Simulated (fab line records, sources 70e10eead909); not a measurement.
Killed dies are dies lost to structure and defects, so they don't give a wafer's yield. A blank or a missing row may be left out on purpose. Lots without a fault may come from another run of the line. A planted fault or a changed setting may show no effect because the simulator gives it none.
fab line records | flow nand_harc
record lots=6 wafers=18 last_day=33
route steps=1302 shown THIN_TSV@1261 END@1301
lots that met no fault: from a run of the same line without faults
start_h: hours from the record's first day to the start of the lot's first wafer shown | wait_h: hours since the lot's step before | " the same as in the row above | L1.1+2: a row that stands for several wafers | - no value, or no start given | * or withheld: withheld | < > ~ a bound
route shown NAME@n: a module of which the file shows steps, and the number in the route of the first | usual: mean/standard deviation of fault-free wafers | same: alike in all rows | chamber/n: place in a boat | sites: the reading at each site | _std_site: their standard deviation | _edge_site: outer sites' mean less inner sites' | radius_mm: how far each site lies from the wafer's centre | mask NAME#n: copy n | behind: the tool/chamber that last shaped the wafer | hold: why the lot was held/for how many hours/how that ended | device: the transistor (n, p or np) that didn't switch | end of line: the same wafers' tests at the end of the route | a step without rows: its recipe alone | killed: dies lost to structure and defects at the first sort, not the wafer's yield | map: a wafer's dies, x killed, . not, _ none there
set.NAME: the setting as run; set.NAME@STEP: as run at that earlier step | model.NAME: the simulator's own value behind a step, which no gauge read
lots at some steps of the route; a table a step, a row a wafer
services: from which hour (start_h, from the record's first day; less than 0 if before it) a tool's chamber was out of use, for how many hours, and why
## steps
# step NHARC_THIN_TSV_DESCUM_14
# recipe time_s=3 o2_flow_sccm=200 ar_flow_sccm=0 bias_power_w=0 chemistry=O2
# step NHARC_THIN_TSV_ETCH_44
# recipe target_depth_a=15942 time_s=797.1 cf4_flow_sccm=150 o2_flow_sccm=10 ar_flow_sccm=0 rf_w=300 bias_w=800 chemistry=CF4/O2
# step NHARC_THIN_TSV_ETCH_15
# recipe target_depth_a=30000 bosch_target_overetch_cycles=2 bosch_etch_step_s=2.8 bosch_dep_step_s=1.2 bosch_cycles=14
# step NHARC_THIN_TSV_CD_MEAS_16
# usual cd_nm=999.8/1.2
# columns lot.wafer tool chamber start_h wait_h cd_nm
L397.3 cd_sem-02 - 578.44 0.1 1000.0
L397.4 " - " " 1000.6
L397.5 " - " " 1003.5
L408.1 cd_sem-03 - 724.46 0.1 1001.6
L408.2 " - " " 1000.8
L408.6 " - " " 1001.9
L410.2 cd_sem-02 - 727.76 0.2 998.7
L410.4 " - " " 1000.2
L410.5 " - " " 998.9
L411.3 cd_sem-01 - 747.39 0.2 999.2
L411.4 " - " " 997.8
L411.5 " - " " 997.5
L414.4 cd_sem-01 - 762.41 0.1 999.4
L414.5 " - " " 999.1
L414.6 " - " " 1000.4
L415.2 cd_sem-03 - 780.19 0.1 1001.3
L415.3 " - " " 999.4
L415.4 " - " " 1000.1
# step NHARC_THIN_TSV_STRIP_45
# recipe power_w=1500 temp_c=250 chemistry=O2
# step NHARC_THIN_TSV_STRIP_46
# recipe time_s=1200 temp_c=72.5 chemistry=post_etch_residue_remover
# step NHARC_THIN_TSV_DEP_47
# recipe target_thk_a=2000 temp_c=withheld pressure_torr=6.5 rf_w=900 teos_flow_sccm=161.4 flow_sccm=2650 target_thk_nm=200 gas=O2 material=SiO2
# usual showerhead_vpp_V=1825/72 throttle_valve_pct=16.0/0.53
# columns lot.wafer tool chamber start_h wait_h showerhead_vpp_V throttle_valve_pct
L397.3 pecvd-01 0 579.40 - 1699 15.6
L397.4 " 1 " " 1735 15.7
L397.5 " 0 " " 1709 15.9
L408.2 pecvd-03 2 725.55 - 1927 17.3
L408.1 " 0 " " 1733 16.4
L408.6 " 2 " " 1855 16.8
L410.2 pecvd-02 1 729.07 - 1831 15.8
L410.4 " 2 " " 1893 15.6
L410.5 " 0 " " 1824 16.0
L411.3 pecvd-02 2 748.54 - 1898 15.6
L411.4 " 0 " " 1831 16.3
L411.5 " 1 " " 1869 15.7
L414.5 pecvd-01 1 763.41 - 1766 15.7
L414.4 " 2 " " 1773 15.6
L414.6 " 0 " " 1712 15.8
L415.3 pecvd-01 1 781.07 - 1742 15.9
L415.2 " 0 " " 1732 16.0
L415.4 " 2 " " 1764 15.7
# step NHARC_THIN_TSV_ETCHBACK_48
# recipe target_depth_a=10285 over_etch_frac=0.3 time_s=405.17 ion_energy_ev=250 c4f8_flow_sccm=withheld ar_flow_sccm=withheld rf_w=600 bias_w=300 chemistry=C4F8/Ar
# usual oes_product_au=0.939/0.027 rf_vpp_V=546/3
# columns lot.wafer tool chamber start_h wait_h oes_product_au rf_hours_counter_h rf_vpp_V
L397.4 rie_diel-13 3 579.74 - 0.911 4.3 546
L397.3 " 0 " " 0.927 4.1 544
L397.5 " 2 " " 0.925 - 548
L408.1 rie_diel-13 1 725.96 - 0.957 1.8 544
L408.2 " 3 " " 0.986 1.5 546
L408.6 " 2 " " 0.951 - 549
L410.2 rie_diel-09 1 729.38 - 0.920 1.8 542
L410.4 " 2 " " 0.920 1.8 549
L410.5 " 1 " " 0.922 - 543
L411.3 rie_diel-13 0 748.85 - 0.932 3.0 545
L411.4 " 0 " " 0.928 - 545
L411.5 " 3 " " 0.932 - 545
L414.4 rie_diel-12 1 763.74 - 0.996 9.2 544
L414.5 " 3 " " 0.991 - 548
L414.6 " 0 " " 0.981 - 543
L415.3 rie_diel-12 2 781.48 - 0.937 10.6 551
L415.2 " 3 " " 0.932 10.7 549
L415.4 " 1 " " 0.930 10.5 542
# step NHARC_THIN_TSV_STRIP_62
# recipe power_w=1500 temp_c=250 time_s=20 chemistry=N2/H2
# step NHARC_THIN_TSV_DEGAS_49
# recipe temp_c=300 time_s=120
# step NHARC_THIN_TSV_PRE_CLEAN_50
# recipe time_s=30 temp_c=280 gas=H2/He
# step NHARC_THIN_TSV_PVD_19
# recipe target_thk_a=200 chamber_pressure_pa=5 material=TaN
# usual throttle_valve_pct=30.0/1.1
# columns lot.wafer tool chamber start_h wait_h throttle_valve_pct
L397.3 pvd_sputter-01 - - - 29.9
L397.4 " - " " 28.2
L397.5 " - " " 28.2
L408.1 pvd_sputter-02 - - - 31.7
L408.2 " - " " 29.2
L408.6 " - " " 31.8
L410.4 pvd_sputter-02 - - - 31.9
L410.2 " - " " 31.9
L410.5 " - " " 31.6
L411.3 pvd_sputter-03 - - - 28.7
L411.4 " - " " 30.8
L411.5 " - " " 28.7
L414.4 pvd_sputter-03 - - - 29.8
L414.5 " - " " 29.7
L414.6 " - " " 29.3
L415.4 pvd_sputter-02 - - - 31.8
L415.3 " - " " 31.7
L415.2 " - " " 30.9
# step NHARC_THIN_TSV_PVD_51
# recipe target_thk_a=1000 chamber_pressure_pa=5 material=Cu
# usual throttle_valve_pct=30.0/1.1
# columns lot.wafer tool chamber start_h wait_h throttle_valve_pct
L397.4 pvd_sputter-01 - 580.88 - 28.2
L397.3 " - " " 30.1
L397.5 " - " " 29.8
L408.2 pvd_sputter-02 - 726.79 - 31.8
L408.1 " - " " 30.6
L408.6 " - " " 29.6
L410.4 pvd_sputter-02 - 730.21 - 31.7
L410.2 " - " " 31.5
L410.5 " - " " 31.8
L411.3 pvd_sputter-03 - 749.78 - 29.6
L411.4 " - " " 29.2
L411.5 " - " " 29.9
L414.4 pvd_sputter-03 - 764.51 - 29.6
L414.5 " - " " 29.1
L414.6 " - " " 31.2
L415.3 pvd_sputter-02 - 782.28 - 30.9
L415.4 " - " " 31.4
L415.2 " - " " 31.8
# step NHARC_THIN_TSV_ECD_20
# recipe target_thk_a=20000 material=Cu
# step NHARC_THIN_TSV_ANNEAL_52
# recipe temp_c=225 time_s=90
# usual anneal_temp_c=225.00/0.15 wafer_temp_C_max=225.71/0.2
# columns lot.wafer tool chamber start_h wait_h anneal_temp_c wafer_temp_C_max
L397.3 rtp_anneal-01 0 581.89 0.5 225.14 225.53
L397.4 " 0 " " 225.01 225.60
L397.5 " 0 " " 224.93 225.60
L408.1 rtp_anneal-02 0 727.67 0.6 225.04 225.80
L408.2 " 0 " " 224.79 226.22
L408.6 " 0 " " 224.93 225.55
L410.2 rtp_anneal-01 0 731.19 0.7 225.05 225.91
L410.4 " 0 " " 225.34 225.79
L410.5 " 0 " " 225.28 225.71
L411.3 rtp_anneal-01 0 750.80 0.5 224.99 225.94
L411.4 " 0 " " 225.02 225.48
L411.5 " 0 " " 224.88 225.71
L414.4 rtp_anneal-01 0 765.53 0.5 225.04 225.56
L414.5 " 0 " " 225.08 225.87
L414.6 " 0 " " 225.02 226.03
L415.2 rtp_anneal-01 0 783.24 0.7 225.06 225.49
L415.3 " 0 " " 225.07 225.57
L415.4 " 0 " " 225.04 226.10
# step NHARC_THIN_TSV_CMP_21
# recipe t_overpolish_s=30 target_thk_nm=2000
# usual motor_current_A=11.9/1.5 overpolish_run_s=29.999/0.009
# columns lot.wafer tool chamber start_h wait_h motor_current_A overpolish_run_s
L397.3 cmp-02 2 582.14 - 12.7 29.991
L397.4 " 1 " " 11.3 29.984
L397.5 " 2 " " 12.9 30.015
L408.1 cmp-02 3 728.02 - 12.7 30.002
L408.2 " 1 " " 11.4 30.003
L408.6 " 0 " " 10.6 30.001
L410.2 cmp-02 3 731.48 - 12.9 29.994
L410.4 " 0 " " 10.7 30.005
L410.5 " 3 " " 12.3 30.018
L411.3 cmp-02 0 751.07 - 10.5 30.000
L411.4 " 1 " " 11.6 30.006
L411.5 " 0 " " 11.0 29.993
L414.4 cmp-01 0 765.71 - 10.4 29.989
L414.6 " 0 " " 10.6 30.006
L414.5 " 1 " " 14.1 29.993
L415.3 cmp-02 2 783.53 - 12.9 29.992
L415.4 " 3 " " 12.3 29.991
L415.2 " 1 " " 11.0 30.005
# step NHARC_THIN_TSV_SRD_23
# step NHARC_THIN_TSV_DEGAS_53
# recipe temp_c=300 time_s=60
# step NHARC_THIN_TSV_PRE_CLEAN_54
# recipe time_s=30 temp_c=280 gas=H2/He
# step NHARC_THIN_TSV_PVD_55
# recipe target_thk_a=500 material=TiN
# step NHARC_THIN_TSV_PVD_24
# recipe target_thk_a=8000 power_w=withheld chamber_pressure_pa=withheld substrate_temp_c=withheld time_s=withheld gas=Ar material=Al
# step NHARC_THIN_TSV_DEHYDRATE_25
# recipe temp_c=150 time_s=120
# step NHARC_THIN_TSV_HMDS_26
# recipe time_s=30
# step NHARC_THIN_TSV_COAT_27
# recipe spin_rpm=*
# step NHARC_THIN_TSV_SOFTBAKE_28
# recipe temp_c=122 time_s=95
# step NHARC_THIN_TSV_EBR_29
# step NHARC_THIN_TSV_EXPOSE_30
# recipe na=0.55 dose_mj=11.47 mask_id=PAD
# step NHARC_THIN_TSV_PEB_31
# recipe peb_temp_c=118 peb_time_s=85
# step NHARC_THIN_TSV_DEVELOP_32
# recipe time_s=70
# step NHARC_THIN_TSV_CD_MEAS_33
# recipe target_cd_nm=5000 landing_energy_ev=500
# usual cd_nm=5000.2/1.4
# same landing_energy_ev=500
# columns lot.wafer tool chamber start_h wait_h cd_nm
L397.3 cd_sem-02 0 583.76 - 5001.6
L397.4 " 0 " " 5001.5
L397.5 " 0 " " 5000.5
L408.1 cd_sem-02 0 729.48 - 5000.2
L408.2 " 0 " " 5000.7
L408.6 " 0 " " 4999.7
L410.2 cd_sem-01 0 733.08 - 4998.6
L410.4 " 0 " " 4999.5
L410.5 " 0 " " 4998.5
L411.3 cd_sem-01 0 752.65 - 4999.5
L411.4 " 0 " " 5001.3
L411.5 " 0 " " 4999.2
L414.4 cd_sem-03 0 767.37 - 4998.7
L414.5 " 0 " " 5001.7
L414.6 " 0 " " 5000.3
L415.2 cd_sem-03 0 785.13 - 5002.3
L415.3 " 0 " " 5000.2
L415.4 " 0 " " 5001.5
# step NHARC_THIN_TSV_HARDBAKE_34
# recipe temp_c=125 time_s=80
# step NHARC_THIN_TSV_DESCUM_35
# recipe time_s=3 o2_flow_sccm=200 ar_flow_sccm=0 bias_power_w=0 chemistry=O2
# step NHARC_THIN_TSV_ETCH_59
# recipe target_depth_a=8800 icp_w=900 bias_w=100 Cl2_flow_sccm=60 bcl3_flow_sccm=30 time_s=138.1 chemistry=Cl2/BCl3
# step NHARC_THIN_TSV_ETCH_36
# recipe target_depth_a=650 over_etch_frac=0.3 time_s=18.571 ion_energy_ev=150 chemistry=Cl2/BCl3
# step NHARC_THIN_TSV_STRIP_56
# recipe power_w=1500 temp_c=250 chemistry=O2
# step NHARC_THIN_TSV_STRIP_57
# recipe time_s=1200 temp_c=72.5 chemistry=post_etch_residue_remover
# step NHARC_THIN_TSV_CD_MEAS_37
# usual cd_nm=4999.8/2
# columns lot.wafer tool chamber start_h wait_h cd_nm
L397.3 cd_sem-01 - 585.21 - 5001.9
L397.4 " - " " 5001.7
L397.5 " - " " 5003.5
L408.1 cd_sem-03 - 730.93 - 5000.6
L408.2 " - " " 5001.5
L408.6 " - " " 5001.2
L410.2 cd_sem-03 - 734.53 - 4996.8
L410.4 " - " " 4999.8
L410.5 " - " " 4996.2
L411.3 cd_sem-01 - 754.08 - 4997.4
L411.4 " - " " 4997.6
L411.5 " - " " 4996.2
L414.4 cd_sem-02 - 768.80 - 4998.7
L414.5 " - " " 5000.9
L414.6 " - " " 5001.3
L415.2 cd_sem-02 - 786.56 - 5003.1
L415.3 " - " " 5000.0
L415.4 " - " " 5001.8
# step NHARC_THIN_TSV_ANNEAL_58
# recipe temp_c=400 time_s=1800
# step NHARC_END_WLT_00
# usual VT_DECK1_BOTTOM=0.871/0.0061 VT_DECK1_BOTTOM_INNER=0.870/0.0064 VT_DECK1_MEDIAN_NEAR_BOTTOM=0.872/0.0065 VT_DECK1_MEDIAN_NEAR_BOTTOM_INNER=0.872/0.0065 VT_DECK1_MIDDLE=0.884/0.0064 VT_DECK1_MIDDLE_INNER=0.884/0.0062 VT_DECK1_TOP=0.896/0.0069 VT_DECK1_TOP_INNER=0.895/0.0067 VT_DECK2_BOTTOM=0.870/0.0074 VT_DECK2_BOTTOM_INNER=0.870/0.007 VT_DECK2_MEDIAN_NEAR_BOTTOM=0.870/0.0073 VT_DECK2_MEDIAN_NEAR_BOTTOM_INNER=0.870/0.0073 VT_DECK2_MIDDLE=0.883/0.0079 VT_DECK2_MIDDLE_INNER=0.883/0.0075 VT_DECK2_TOP=0.895/0.0075 VT_DECK2_TOP_INNER=0.895/0.0072
# columns lot.wafer tool chamber start_h wait_h VT_DECK1_BOTTOM VT_DECK1_BOTTOM_INNER VT_DECK1_MEDIAN_NEAR_BOTTOM VT_DECK1_MEDIAN_NEAR_BOTTOM_INNER VT_DECK1_MIDDLE VT_DECK1_MIDDLE_INNER VT_DECK1_TOP VT_DECK1_TOP_INNER VT_DECK2_BOTTOM VT_DECK2_BOTTOM_INNER VT_DECK2_MEDIAN_NEAR_BOTTOM VT_DECK2_MEDIAN_NEAR_BOTTOM_INNER VT_DECK2_MIDDLE VT_DECK2_MIDDLE_INNER VT_DECK2_TOP VT_DECK2_TOP_INNER
L397.3 prober-01 - 592.45 1.0 0.878 0.872 0.873 0.881 0.887 0.884 0.891 0.898 0.863 0.867 0.863 0.865 0.887 0.880 0.889 0.896
L397.4 " - " " 0.871 0.862 0.873 0.883 0.878 0.885 0.897 0.899 0.862 0.865 0.869 0.862 0.879 0.874 0.890 0.892
L397.5 " - " " 0.870 0.879 0.875 0.878 0.889 0.889 0.899 0.897 0.864 0.866 0.874 0.869 0.873 0.886 0.890 0.896
L408.1 prober-01 - 734.40 0.0 0.863 0.861 0.873 0.868 0.880 0.885 0.887 0.891 0.866 0.864 0.871 0.868 0.881 0.876 0.892 0.895
L408.2 " - " " 0.865 0.863 0.864 0.863 0.882 0.884 0.888 0.891 0.863 0.864 0.871 0.860 0.874 0.881 0.894 0.893
L408.6 " - 736.94 2.6 0.865 0.866 0.870 0.872 0.880 0.881 0.889 0.885 0.868 0.868 0.867 0.864 0.882 0.884 0.889 0.899
L410.2 prober-01 - 742.70 0.6 0.871 0.879 0.882 0.869 0.886 0.892 0.902 0.899 0.869 0.869 0.871 0.873 0.882 0.884 0.893 0.894
L410.4 " - 743.72 1.6 0.873 0.865 0.875 0.877 0.880 0.888 0.893 0.895 0.868 0.864 0.862 0.866 0.882 0.881 0.891 0.891
L410.5 " - " " 0.877 0.871 0.886 0.877 0.893 0.891 0.901 0.899 0.864 0.868 0.865 0.868 0.877 0.871 0.887 0.893
L411.3 prober-01 - 759.80 1.1 0.875 0.871 0.872 0.872 0.885 0.886 0.901 0.890 0.865 0.868 0.877 0.871 0.877 0.885 0.903 0.903
L411.4 " - " " 0.877 0.870 0.872 0.867 0.893 0.888 0.899 0.901 0.868 0.874 0.878 0.876 0.889 0.885 0.903 0.894
L411.5 " - " " 0.868 0.873 0.872 0.877 0.891 0.887 0.900 0.904 0.873 0.869 0.870 0.873 0.883 0.881 0.894 0.888
L414.4 prober-02 - 777.71 4.3 0.874 0.873 0.875 0.871 0.885 0.878 0.900 0.893 0.861 0.857 0.862 0.862 0.878 0.873 0.885 0.890
L414.5 " - " " 0.863 0.870 0.875 0.866 0.874 0.883 0.892 0.890 0.858 0.864 0.855 0.860 0.869 0.873 0.884 0.885
L414.6 " - " " 0.861 0.858 0.867 0.872 0.874 0.881 0.888 0.881 0.859 0.865 0.870 0.864 0.871 0.873 0.885 0.884
L415.2 prober-01 - 791.61 0.5 0.877 0.876 0.874 0.877 0.899 0.889 0.906 0.896 0.880 0.874 0.874 0.876 0.880 0.900 0.903 0.897
L415.3 " - " " 0.878 0.883 0.879 0.877 0.887 0.895 0.900 0.903 0.877 0.873 0.880 0.879 0.880 0.884 0.898 0.894
L415.4 " - " " 0.874 0.874 0.870 0.876 0.888 0.889 0.903 0.904 0.874 0.870 0.875 0.868 0.884 0.885 0.899 0.905
# step NHARC_END_SORT_01
# recipe temp_c=25
# usual defect_limited_yield=91.4/2.6 killed_at_array=53/18 killed_at_other=0.9/1.3 killed_at_periphery=4/3.1 killed_dies=58/18 killed_open=3.4/2 killed_short=2.5/1.8 sort_bin_2_pct=3.1/1.2 sort_bin_3_pct=0.7/0.38 sort_bin_4_pct=4.8/1.5 sort_n_pass=619/18 sort_rim_yield_pct=90/4.6 sort_yield_pct=91.4/2.6
# same gross_dies=677 sort_bin_5_pct[%]=0 sort_bin_6_pct[%]=0 sort_bin_7_pct[%]=0 sort_bin_8_pct[%]=0 sort_rim_n_gross=106.00
# columns lot.wafer tool chamber start_h wait_h defect_limited_yield[%] killed_at_array killed_at_other killed_at_periphery killed_dies killed_open killed_short sort_bin_2_pct[%] sort_bin_3_pct[%] sort_bin_4_pct[%] sort_n_pass sort_rim_yield_pct[%] sort_yield_pct[%]
L397.3 prober-01 0 596.00 3.1 90.7 59 0 4 63 1 2 4.1 1.0 4.1 614 83 90.7
L397.4 prober-01 0 596.79 3.4 86.3 86 0 7 93 8 1 4.3 1.8 7.7 584 92 86.3
L397.5 prober-01 0 597.59 3.7 89.8 64 0 5 69 4 3 4.9 0.6 4.7 608 83 89.8
L408.1 prober-01 0 737.45 2.5 74.4 79 87 7 173 5 5 10.8 5.5 9.3 504 88 74.4
L408.2 prober-01 0 738.24 2.8 77.4 67 82 4 153 7 1 9.0 4.4 9.2 524 78 77.4
L408.6 prober-01 0 741.41 4.0 85.7 61 34 2 97 5 4 6.5 2.7 5.2 580 77 85.7
L410.2 prober-01 0 746.03 2.8 89.1 22 46 6 74 2 1 3.4 3.8 3.7 603 87 89.1
L410.4 prober-01 0 747.62 3.4 81.5 27 91 7 125 3 2 6.9 4.9 6.6 552 95 81.5
L410.5 prober-01 0 748.42 3.7 81.1 22 99 7 128 5 0 8.1 4.0 6.8 549 93 81.1
# killed by level:class
L397.3 A_SLIT:chamber_film_flake=20 A_CHANNEL_HOLE_D2:chamber_film_flake=17 A_CHANNEL_HOLE_D1:chamber_film_flake=8 A_CONTACT:chamber_film_flake=6 A_STAIRCASE:chamber_film_flake=4 P_M1:chamber_film_flake=2 A_CHANNEL_FILL_D1:chamber_film_flake=2 A_WL_FILL:geometric_particle:short=1
L397.4 A_CHANNEL_HOLE_D1:chamber_film_flake=30 A_SLIT:chamber_film_flake=22 A_CHANNEL_HOLE_D2:chamber_film_flake=17 A_STAIRCASE:chamber_film_flake=9 P_M1:chamber_film_flake=3 A_CHANNEL_FILL_D2:geometric_particle:open=2 A_CHANNEL_FILL_D1:chamber_film_flake=2 P_CONTACT:geometric_particle:open=1
L397.5 A_CHANNEL_HOLE_D1:chamber_film_flake=18 A_SLIT:chamber_film_flake=18 A_CHANNEL_HOLE_D2:chamber_film_flake=12 A_STAIRCASE:chamber_film_flake=5 A_CONTACT:chamber_film_flake=4 A_WL_FILL:geometric_particle:open=2 P_M1:chamber_film_flake=2 P_GATE:geometric_particle:short=1
L408.1 THIN_TSV:unspecified=87 A_CHANNEL_HOLE_D1:chamber_film_flake=30 A_CHANNEL_HOLE_D2:chamber_film_flake=25 A_STAIRCASE:chamber_film_flake=6 A_CONTACT:chamber_film_flake=4 P_GATE:chamber_film_flake=3 A_CHANNEL_HOLE_D1:geometric_particle:open=2 A_DECK1_JOINT:chamber_film_flake=2
L408.2 THIN_TSV:unspecified=82 A_CHANNEL_HOLE_D2:chamber_film_flake=31 A_CHANNEL_HOLE_D1:chamber_film_flake=22 A_STAIRCASE:chamber_film_flake=3 A_CONTACT:chamber_film_flake=2 P_CONTACT:geometric_particle:open=1 P_M0:geometric_particle:open=1 A_CHANNEL_HOLE_D1:geometric_particle:open=1
L408.6 THIN_TSV:unspecified=32 A_CHANNEL_HOLE_D2:chamber_film_flake=20 A_CHANNEL_HOLE_D1:chamber_film_flake=18 A_SLIT:chamber_film_flake=7 A_CONTACT:chamber_film_flake=3 A_CHANNEL_HOLE_D1:geometric_particle:short=2 A_SGD_CUT:geometric_particle:open=2 A_STAIRCASE:chamber_film_flake=2
L410.2 THIN_TSV:unspecified=45 A_CONTACT:chamber_film_flake=8 A_SLIT:chamber_film_flake=5 P_GATE:chamber_film_flake=4 A_CHANNEL_HOLE_D2:chamber_film_flake=4 A_CHANNEL_HOLE_D1:chamber_film_flake=2 P_CONTACT:geometric_particle:open=1 A_SGD_CUT:geometric_particle:open=1
L410.4 THIN_TSV:unspecified=90 A_CHANNEL_HOLE_D1:chamber_film_flake=10 A_CONTACT:chamber_film_flake=7 P_M2:chamber_film_flake=3 A_SLIT:chamber_film_flake=3 P_GATE:chamber_film_flake=2 A_STAIRCASE:chamber_film_flake=2 P_M1:geometric_particle:open=1
L410.5 THIN_TSV:unspecified=98 A_CHANNEL_HOLE_D1:chamber_film_flake=8 A_CONTACT:chamber_film_flake=6 P_GATE:chamber_film_flake=4 A_SLIT:chamber_film_flake=3 P_GATE:geometric_particle:open=2 A_STAIRCASE:chamber_film_flake=2 P_CONTACT:geometric_particle:open=1
# map L408.1 (x killed, . not)
____________x____________
_________..xxxxx_________
_______....xxx.x.._______
______.....xxxxx..x______
_____......xxxxx...._____
____.......xxx.x.....____
____.......x...x.....____
___...........x..x..x.___
___...........xx.xx...___
__............xxxxxxx..__
__...x.........xxxxx...__
_.............xxxxxxx..._
_.xx.........xxxxxxxxx.._
_...........x.xxxxxxx..._
_............xxxxxxxxxx._
_x..........xxxxxxxxxx.._
.............xxxxxxxxx...
..............xxxxxxxxx..
..............xxxxxxx.x..
........x.x..xx.xxxx...x.
x.x...........xxxxxx.....
_..............xxxxx...._
_..............xxxxx...._
_xx...........xxxxxx...._
_..............xxx......_
_x............x..xx....._
__.x............x.x....__
__.x...................__
___...x............x..___
___....x..............___
____...x.............____
____..xx...........x.____
_____..............._____
______.............______
_______..........._______
_________......._________
____________.____________
# map L410.5 (x killed, . not)
____________.____________
_________.x....._________
_______...x.xx.x.._______
______..x...x......______
_____........x......_____
____.................____
____..............x..____
___...................___
___...................___
__.............x.......__
__............x.x......__
_x.........x.xx.xx......_
_x..........xxxxxx.x...._
_..........xxxxxxxx....._
_..x......xxxxxxxxx....._
_..........xxxxxxxx....._
..........xxxxxxxxxx.x...
....x.....xxxxxxxxxx.....
...........xxxxxxxx.x....
.....x....xxxxxxxxx......
.........xxxxxxxxxx......
_...........xxxxxx......_
_...........xxxxx......._
_..............x........_
_.................x....._
_......x.............x.._
__.....................__
__..........x..........__
___.....x............x___
___....x...x.x........___
____.....x..........x____
____.x.....x.........____
_____..............._____
______.............______
_______..........._______
_________......._________
____________.____________
## services
# columns tool chamber start_h hours kind
rie_diel-12 3 562.71 7.5 repair
pvd_sputter-01 - 582.00 10.0 pm
pecvd-02 - 589.31 13.0 pm
rie_diel-12 3 591.69 6.0 repair
rie_diel-13 1 603.92 5.6 repair
pvd_sputter-01 - 615.47 4.1 repair
pvd_sputter-03 - 615.99 1.2 repair
rie_diel-12 - 622.45 9.0 pm
cmp-02 - 625.74 4.0 pm
pvd_sputter-02 - 638.00 10.0 pm
cmp-02 - 666.41 5.4 repair
pvd_sputter-03 - 670.10 2.4 repair
pecvd-01 - 673.15 13.0 pm
pvd_sputter-01 - 681.56 3.2 repair
rie_diel-13 - 696.05 9.0 pm
pecvd-02 - 696.67 0.7 repair
pvd_sputter-03 - 704.05 10.0 pm
pvd_sputter-01 - 706.84 2.3 repair
cmp-02 - 723.74 4.0 pm
pvd_sputter-03 - 724.80 2.7 repair
pecvd-01 1 729.84 7.4 repair
rie_diel-13 2 743.59 5.4 repair
rie_diel-13 3 768.54 1.4 repair
pvd_sputter-03 - 776.33 3.8 repair
## key
first_sign step=NHARC_END_SORT_01 reading=killed_at_other direction=up sigmas=57 usual=0.9 struck=73.2
effect step=NHARC_END_SORT_01 reading=defect_limited_yield direction=down sigmas=3.7 usual=91.4 struck=81.5 wafers_moved=4
more_kills_born_at NHARC_THIN_TSV_PVD_51@pvd_sputter-02=434
met_at NHARC_THIN_TSV_PVD_51
struck_wafers L408.1,L408.2,L408.6,L410.2,L410.4,L410.5
fault kind=chamber_particle_source tool=pvd_sputter-02 chamber=- onset_h=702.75 steps=NHARC_THIN_TSV_PVD_51 rate_per_visit_cm2=1.2086 end_h=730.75
